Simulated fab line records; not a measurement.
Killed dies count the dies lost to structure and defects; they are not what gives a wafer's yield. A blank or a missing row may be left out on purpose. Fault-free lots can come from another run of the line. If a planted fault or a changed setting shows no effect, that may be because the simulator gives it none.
What tool caused it? + flow nand-harc + 72 wafers from 24 lots sampled at 4 of the route's 1302 steps

== WHAT THE GAUGES READ, wafer by wafer ==
NHARC_P_M2_OVL_MEAS_10: pitch 340 nm. Usual: overlay-x-nm 0.2 nm, standard deviation 0.93; overlay-y-nm 0.1 nm, standard deviation 0.83.
| lot  | measured     | on         | overlay-x-nm (nm) | overlay-y-nm (nm) | flag |
|------|--------------|------------|-------------------|-------------------|------|
| L074 | day 6 11:36  | overlay-01 | -0.5 0.5 0.0      | 0.9 1.2 1.2       |      |
| L076 | day 7 01:37  | overlay-02 | 0.4 0.5 0.8       | -0.5 -0.1 -0.2    |      |
| L075 | day 7 02:30  | overlay-01 | 0.3 0.7 0.7       | 0.4 0.3 -0.3      |      |
| L077 | day 7 13:32  | overlay-02 | 2.2 1.6 2.0       | 0.5 0.6 0.6       |      |
| L078 | day 8 02:32  | overlay-01 | -0.2 0.3 0.2      | -0.1 0.2 -0.6     |      |
| L079 | day 8 13:12  | overlay-01 | 0.3 0.5 0.2       | 0.8 1.4 0.6       |      |
| L080 | day 8 20:43  | overlay-01 | 0.9 1.1 0.9       | -1.3 -1.6 -1.2    |      |
| L081 | day 9 12:08  | overlay-02 | -0.2 -0.6 0.1     | -0.2 -0.5 0.1     |      |
| L082 | day 9 13:05  | overlay-02 | 0.7 1.3 1.8       | -0.9 -0.9 -0.7    |      |
| L083 | day 10 02:44 | overlay-02 | 0.5 0.8 0.4       | 0.1 0.4 0.4       |      |
| L084 | day 10 11:39 | overlay-02 | 1.1 0.7 0.9       | 0.6 0.6 0.7       |      |
| L085 | day 11 01:10 | overlay-01 | -0.8 -0.8 -0.2    | 0.1 -0.1 0.4      |      |
| L086 | day 11 04:47 | overlay-01 | 1.0 1.3 0.6       | 0.7 0.9 1.3       |      |
| L087 | day 11 17:56 | overlay-01 | 0.0 -1.1 -0.7     | -0.5 -1.1 -1.0    |      |
| L089 | day 12 12:17 | overlay-02 | -1.8 -1.6 -1.5    | 0.1 -0.1 0.3      |      |
| L088 | day 12 18:05 | overlay-01 | -1.4 -0.5 -1.0    | 0.5 0.8 0.8       |      |
| L090 | day 13 00:37 | overlay-01 | -2.2 -2.1 -2.5    | 0.7 0.5 0.0       |      |
| L091 | day 13 15:58 | overlay-02 | -0.7 -0.8 -0.5    | 1.1 1.7 1.0       |      |
| L092 | day 14 02:05 | overlay-01 | 1.0 1.5 1.0       | 0.4 0.4 0.8       |      |
| L093 | day 14 06:41 | overlay-01 | -0.2 -0.1 0.1     | -0.2 -0.2 -0.7    |      |
| L094 | day 14 18:07 | overlay-02 | 0.8 0.3 -0.3      | -0.2 -0.7 -0.2    |      |
| L095 | day 14 23:42 | overlay-02 | 0.1 0.8 0.3       | 1.6 1.6 1.8       |      |
| L097 | day 15 21:41 | overlay-02 | 0.4 0.2 0.3       | 0.4 0.0 0.1       |      |
| L096 | day 16 23:28 | overlay-01 | 0.7 0.5 0.8       | -1.3 -1.5 -0.9    |      |

NHARC_P_M2_THK_MEAS_24: measures by xrf. Usual: 144.0 nm for thk-nm, sd 1.5.
| lot  | measured     | on            | thk-nm (nm)       | flag |
|------|--------------|---------------|-------------------|------|
| L074 | day 6 14:07  | film-metro-02 | 141.9 138.2 141.9 |      |
| L076 | day 7 04:22  | film-metro-02 | 143.9 143.4 144.8 |      |
| L075 | day 7 05:07  | film-metro-01 | 141.3 143.7 142.6 |      |
| L077 | day 7 16:04  | film-metro-01 | 146.6 144.3 146.1 |      |
| L078 | day 8 05:07  | film-metro-01 | 143.3 144.1 144.8 |      |
| L079 | day 8 15:46  | film-metro-02 | 140.2 141.6 144.2 |      |
| L080 | day 8 23:14  | film-metro-02 | 145.5 141.4 143.0 |      |
| L081 | day 9 14:40  | film-metro-01 | 142.9 142.7 141.8 |      |
| L082 | day 9 15:37  | film-metro-02 | 144.3 145.1 146.1 |      |
| L083 | day 10 05:16 | film-metro-02 | 146.0 142.8 144.4 |      |
| L084 | day 10 14:10 | film-metro-01 | 143.9 145.4 147.1 |      |
| L085 | day 11 03:43 | film-metro-02 | 145.5 145.3 144.2 |      |
| L086 | day 11 07:18 | film-metro-01 | 142.8 145.1 145.4 |      |
| L087 | day 11 20:26 | film-metro-01 | 145.2 144.2 144.7 |      |
| L089 | day 12 14:49 | film-metro-01 | 143.7 143.6 144.2 |      |
| L088 | day 12 20:40 | film-metro-01 | 144.6 143.5 143.3 |      |
| L090 | day 13 03:13 | film-metro-02 | 146.5 146.0 141.5 |      |
| L091 | day 13 18:28 | film-metro-02 | 145.2 143.4 144.7 |      |
| L092 | day 14 04:44 | film-metro-01 | 144.2 145.2 141.6 |      |
| L093 | day 14 09:11 | film-metro-02 | 141.7 141.7 140.2 |      |
| L094 | day 14 20:38 | film-metro-02 | 144.6 144.9 145.0 |      |
| L095 | day 15 02:13 | film-metro-01 | 145.2 142.0 143.1 |      |
| L097 | day 16 00:14 | film-metro-02 | 143.7 144.8 144.2 |      |
| L096 | day 17 01:59 | film-metro-01 | 146.8 144.8 145.1 |      |

== WHICH TOOL RAN EACH LOT (tool, then ch and the chambers of the sampled wafers, then the start) ==
| lot  | NHARC_P_M0_PRE_CLEAN_31         | NHARC_P_M2_PVD_21                       |
|------|---------------------------------|-----------------------------------------|
| L074 | pecvd-02 ch 0,1, day 6 06:12    | pvd-sputter-03, day 6 14:07 or earlier  |
| L076 | pecvd-03 ch 0,1, day 6 20:19    | pvd-sputter-01, day 7 04:22 or earlier  |
| L075 | pecvd-03 ch 0,1, day 6 20:56    | pvd-sputter-03, day 7 05:07 or earlier  |
| L077 | pecvd-03 ch 0,1,2, day 7 07:58  | pvd-sputter-02, day 7 16:04 or earlier  |
| L078 | pecvd-02 ch 0,1, day 7 21:06    | pvd-sputter-01, day 8 05:07 or earlier  |
| L079 | pecvd-02 ch 0,1,2, day 8 07:28  | pvd-sputter-02, day 8 15:46 or earlier  |
| L080 | pecvd-01 ch 0,1,2, day 8 15:25  | pvd-sputter-01, day 8 23:14 or earlier  |
| L081 | pecvd-02 ch 0,1,2, day 9 06:40  | pvd-sputter-03, day 9 14:40 or earlier  |
| L082 | pecvd-02 ch 0,1, day 9 07:31    | pvd-sputter-02, day 9 15:37 or earlier  |
| L083 | pecvd-01 ch 0,2, day 9 21:04    | pvd-sputter-03, day 10 05:16 or earlier |
| L084 | pecvd-03 ch 0,1, day 10 06:02   | pvd-sputter-02, day 10 14:10 or earlier |
| L085 | pecvd-03 ch 0,2, day 10 19:34   | pvd-sputter-02, day 11 03:43 or earlier |
| L086 | pecvd-01 ch 0,1,2, day 10 23:20 | pvd-sputter-02, day 11 07:18 or earlier |
| L087 | pecvd-01 ch 0,1,2, day 11 12:17 | pvd-sputter-01, day 11 20:26 or earlier |
| L089 | pecvd-03 ch 0,1, day 12 06:51   | pvd-sputter-02, day 12 14:49 or earlier |
| L088 | pecvd-02 ch 0,1,2, day 12 12:21 | pvd-sputter-01, day 12 20:40 or earlier |
| L090 | pecvd-02 ch 0,1,2, day 12 18:53 | pvd-sputter-01, day 13 03:13 or earlier |
| L091 | pecvd-03 ch 0,1, day 13 10:23   | pvd-sputter-01, day 13 18:28 or earlier |
| L092 | pecvd-02 ch 0,2, day 13 20:31   | pvd-sputter-01, day 14 04:44 or earlier |
| L093 | pecvd-03 ch 0,1,2, day 14 01:10 | pvd-sputter-02, day 14 09:11 or earlier |
| L094 | pecvd-01 ch 0,2, day 14 12:28   | pvd-sputter-02, day 14 20:38 or earlier |
| L095 | pecvd-02 ch 0,1,2, day 14 18:08 | pvd-sputter-02, day 15 02:13 or earlier |
| L097 | pecvd-03 ch 1,2, day 15 16:20   | pvd-sputter-03, day 16 00:14 or earlier |
| L096 | pecvd-01 ch 0,1,2, day 16 17:52 | pvd-sputter-01, day 17 01:59 or earlier |
- NHARC_P_M0_PRE_CLEAN_31: time 12 s.
- NHARC_P_M2_PVD_21: deposits Cu, target thk 30 nm, time 20.49 s.

== WHAT THE TOOLS THEMSELVES READ (means of the sampled wafers that have a number; where no wafer has one, the mark that the record gives instead) ==
NHARC_P_M0_PRE_CLEAN_31. Usual: heater-power-outer-w 367 W, standard deviation 57; heater-power-w 641 W, standard deviation 96.
| lot  | tool     | heater-power-outer-w (W) | heater-power-w (W) | flag |
|------|----------|--------------------------|--------------------|------|
| L074 | pecvd-02 | 399                      | 703                |      |
| L076 | pecvd-03 | 310                      | 566                |      |
| L075 | pecvd-03 | 290                      | 548                |      |
| L077 | pecvd-03 | 347                      | 637                |      |
| L078 | pecvd-02 | 431                      | 740                |      |
| L079 | pecvd-02 | 381                      | 658                |      |
| L080 | pecvd-01 | 367                      | 605                |      |
| L081 | pecvd-02 | 369                      | 639                |      |
| L082 | pecvd-02 | 375                      | 679                |      |
| L083 | pecvd-01 | 380                      | 616                |      |
| L084 | pecvd-03 | 352                      | 644                |      |
| L085 | pecvd-03 | 347                      | 648                |      |
| L086 | pecvd-01 | 367                      | 600                |      |
| L087 | pecvd-01 | 349                      | 582                |      |
| L089 | pecvd-03 | 347                      | 633                |      |
| L088 | pecvd-02 | 370                      | 634                |      |
| L090 | pecvd-02 | 386                      | 677                |      |
| L091 | pecvd-03 | 326                      | 603                |      |
| L092 | pecvd-02 | 343                      | 589                |      |
| L093 | pecvd-03 | 361                      | 670                |      |
| L094 | pecvd-01 | 331                      | 540                |      |
| L095 | pecvd-02 | 394                      | 676                |      |
| L097 | pecvd-03 | 366                      | 666                |      |
| L096 | pecvd-01 | 357                      | 582                |      |

NHARC_P_M2_PVD_21. Usual: chamber-pressure-pa 4.999 Pa, standard deviation 0.011; throttle-valve-pct 30.5 %, standard deviation 1.2.
| lot  | tool           | chamber-pressure-pa (Pa) | throttle-valve-pct (%) | flag |
|------|----------------|--------------------------|------------------------|------|
| L074 | pvd-sputter-03 | 5.001                    | 31.2                   |      |
| L076 | pvd-sputter-01 | 5.006                    | 29.4                   |      |
| L075 | pvd-sputter-03 | 5.002                    | 31.4                   |      |
| L077 | pvd-sputter-02 | 4.997                    | 30.4                   |      |
| L078 | pvd-sputter-01 | 5.002                    | 29.4                   |      |
| L079 | pvd-sputter-02 | 4.997                    | 30.6                   |      |
| L080 | pvd-sputter-01 | 5.001                    | 29.3                   |      |
| L081 | pvd-sputter-03 | 4.993                    | 31.3                   |      |
| L082 | pvd-sputter-02 | 4.996                    | 30.1                   |      |
| L083 | pvd-sputter-03 | 4.990                    | 31.4                   |      |
| L084 | pvd-sputter-02 | 5.001                    | 30.5                   |      |
| L085 | pvd-sputter-02 | 4.985                    | 30.1                   |      |
| L086 | pvd-sputter-02 | 5.007                    | 30.4                   |      |
| L087 | pvd-sputter-01 | 4.996                    | 30.9                   |      |
| L089 | pvd-sputter-02 | 5.002                    | 30.5                   |      |
| L088 | pvd-sputter-01 | 4.985                    | 29.7                   |      |
| L090 | pvd-sputter-01 | 4.996                    | 30.0                   |      |
| L091 | pvd-sputter-01 | 5.003                    | 29.8                   |      |
| L092 | pvd-sputter-01 | 5.012                    | 29.2                   |      |
| L093 | pvd-sputter-02 | 4.997                    | 30.6                   |      |
| L094 | pvd-sputter-02 | 5.004                    | 30.6                   |      |
| L095 | pvd-sputter-02 | 5.006                    | 30.7                   |      |
| L097 | pvd-sputter-03 | 5.000                    | 31.7                   |      |
| L096 | pvd-sputter-01 | 5.003                    | 29.4                   |      |

== THE ANSWER, worked out from the rows above alone ==
Rule: a lot counts as off when the mean over its wafers that have a number is more than 3 standard deviations away from the usual mean. A lot without any number at a reading at which 4 lots or more have one is off too. The other lots that the step has rows for count as sound. Order of review: gauges by route order, followed by the tools' own readings, for which a lot's mean as printed above is used. At the first step where some lot is off, the reading lying furthest off is the one used; lots without a number count as furthest.
No lot is off at any reading shown: from this, nothing can be told.

== WHAT THE SIMULATOR HAD PUT IN ==
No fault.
